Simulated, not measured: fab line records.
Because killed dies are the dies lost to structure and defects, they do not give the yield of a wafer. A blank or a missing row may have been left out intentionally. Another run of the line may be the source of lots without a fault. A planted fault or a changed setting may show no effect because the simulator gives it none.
Which of the tools did it?    flow nand harc    14 lots with 42 wafers sampled at 4 steps, on a route of 1302 steps

== WHAT THE GAUGES SHOWED, per wafer ==
NHARC_A_ZERO_WELL_CD_MEAS_10: the cd target is 2000 nm. Usual: cd nm 1998.6 nm, standard deviation 1.9.
lot   measured      on         cd nm (nm)            flag
L852  day 6 16:28   cd sem-03  1995.6 1995.9 1996.5  
L853  day 7 08:58   cd sem-02  1996.3 2001.1 1998.8  
L854  day 7 11:22   cd sem-02  2001.5 1998.3 1997.7  
L859  day 9 21:07   cd sem-01  1992.5 1992.4 1997.3  
L861  day 10 16:25  cd sem-01  1997.6 2000.2 1998.2  
L863  day 11 10:20  cd sem-01  1999.7 1999.5 1999.8  
L867  day 13 01:23  cd sem-02  1998.4 1998.1 1997.9  
L869  day 14 09:29  cd sem-03  1999.1 2001.1 1998.8  
L870  day 14 14:47  cd sem-02  1997.4 1998.4 1997.6  
L872  day 14 20:32  cd sem-02  1995.9 1998.9 1995.0  
L871  day 14 21:14  cd sem-03  2002.5 2000.8 1998.8  
L873  day 15 08:57  cd sem-03  1999.6 1997.1 2000.8  
L875  day 16 01:10  cd sem-02  1999.3 1999.1 2002.0  
L874  day 16 02:13  cd sem-01  1999.7 1998.6 1995.9  

NHARC_A_ONON_D1_THK_MEAS_08: measures by ellipsometry. Usual: thk nm 1002 nm, standard deviation 8.5.
lot   measured      on             thk nm (nm)                    flag
L852  day 7 13:20   film metro-01  986 985 985                    
L853  day 8 08:01   film metro-01  999 998 998                    
L854  day 8 08:00   film metro-02  1007 1006 1007                 
L859  day 10 20:17  film metro-02  998 1000 1001                  
L861  day 11 20:18  film metro-02  1210 1208 1209 1208 1208 1206  OFF
L863  day 12 11:13  film metro-01  1200 1199 1200 1200 1198 1199  OFF
L867  day 14 02:41  film metro-01  1003 1004 1005                 
L869  day 15 10:05  film metro-01  1010 1009 1010                 
L870  day 15 16:42  film metro-01  994 994 995                    
L872  day 16 00:10  film metro-01  1007 1005 1007                 
L871  day 16 00:10  film metro-01  991 994 992                    
L873  day 16 15:22  film metro-01  1003 1004 1002                 
L875  day 17 06:39  film metro-02  995 994 994                    
L874  day 17 06:40  film metro-02  1020 1020 1018                 

NHARC_END_SORT_01. Usual: killed at array 57, standard deviation 20; killed at other 1.0, standard deviation 1.5; killed at periphery 3.5, standard deviation 2.5; killed dies 62, standard deviation 21; killed open 3.5, standard deviation 1.9; killed short 2.4, standard deviation 1.6.
lot   measured      on         killed at array  killed at other  killed at periphery  killed dies  killed open  killed short  flag
L861  day 28 14:28  prober-02  670 672 668      3 5 6            4 0 3                677 677 677  2 1 1        4 3 1         OFF
L863  day 29 08:53  prober-02  665 674 676      0 0 0            12 3 1               677 677 677  3 3 1        7 2 3         OFF

== WHICH TOOL RAN EACH LOT (tool, then ch and the chambers of the sampled wafers, then the start) ==
lot   NHARC_A_ONON_D1_DEP_06
L852  pecvd onon-02 ch 0, day 7 12:56
L853  pecvd onon-02 ch 0, day 8 07:30
L854  pecvd onon-01 ch 0, day 8 07:33
L859  pecvd onon-01 ch 0, day 10 19:46
L861  pecvd onon-04 ch 0, day 11 19:47
L863  pecvd onon-04 ch 0, day 12 10:46
L867  pecvd onon-01 ch 0, day 14 02:11
L869  pecvd onon-01 ch 0, day 15 09:35
L870  pecvd onon-04 ch 0, day 15 16:11
L872  pecvd onon-01 ch 0, day 15 23:46
L871  pecvd onon-04 ch 0, day 15 23:40
L873  pecvd onon-01 ch 0, day 16 14:55
L875  pecvd onon-01 ch 0, day 17 06:08
L874  pecvd onon-02 ch 0, day 17 06:08
- NHARC_A_ONON_D1_DEP_06: target thk 1000 nm.

== AS READ BY THE TOOLS THEMSELVES (means over the sampled wafers that have a number; for cases with no such wafer, the mark the record gives instead) ==
NHARC_A_ONON_D1_DEP_06. Usual: sih4 flow sccm 210.0 sccm, standard deviation 0.66.
lot   tool           sih4 flow sccm (sccm)  flag
L852  pecvd onon-02  210.1                  
L853  pecvd onon-02  210.7                  
L854  pecvd onon-01  210.9                  
L859  pecvd onon-01  211.0                  
L861  pecvd onon-04  209.6                  
L863  pecvd onon-04  210.2                  
L867  pecvd onon-01  209.7                  
L869  pecvd onon-01  209.3                  
L870  pecvd onon-04  210.1                  
L872  pecvd onon-01  210.1                  
L871  pecvd onon-04  210.8                  
L873  pecvd onon-01  210.7                  
L875  pecvd onon-01  210.1                  
L874  pecvd onon-02  209.9                  

== THE ANSWER, worked out from the rows above alone ==
Rule: a lot is off if the mean of its wafers that have a number lies more than 3 standard deviations from the usual mean. A lot without any number at a reading at which 4 lots or more have one is off too. Any other lot the step has rows for is counted as sound. Order of review: gauges by route order, followed by the tools' own readings, for which a lot's mean as printed above is used. The first step at which some lot is off is used, and at that step the reading that is off furthest; a lot without a number counts as furthest.
Off: L861, L863, at NHARC_A_ONON_D1_THK_MEAS_08 (thk nm).
A tool fits if, at a process step before that reading, it ran every lot that is off, and no sound lot after the first of them. The gauges at NHARC_A_ONON_D1_THK_MEAS_08 aren't tried: what is off there is off at NHARC_END_SORT_01 too, on other tools, and a gauge's error can't cause that. Of those tried, none fits.

== WHAT HAD BEEN PUT IN BY THE SIMULATOR ==
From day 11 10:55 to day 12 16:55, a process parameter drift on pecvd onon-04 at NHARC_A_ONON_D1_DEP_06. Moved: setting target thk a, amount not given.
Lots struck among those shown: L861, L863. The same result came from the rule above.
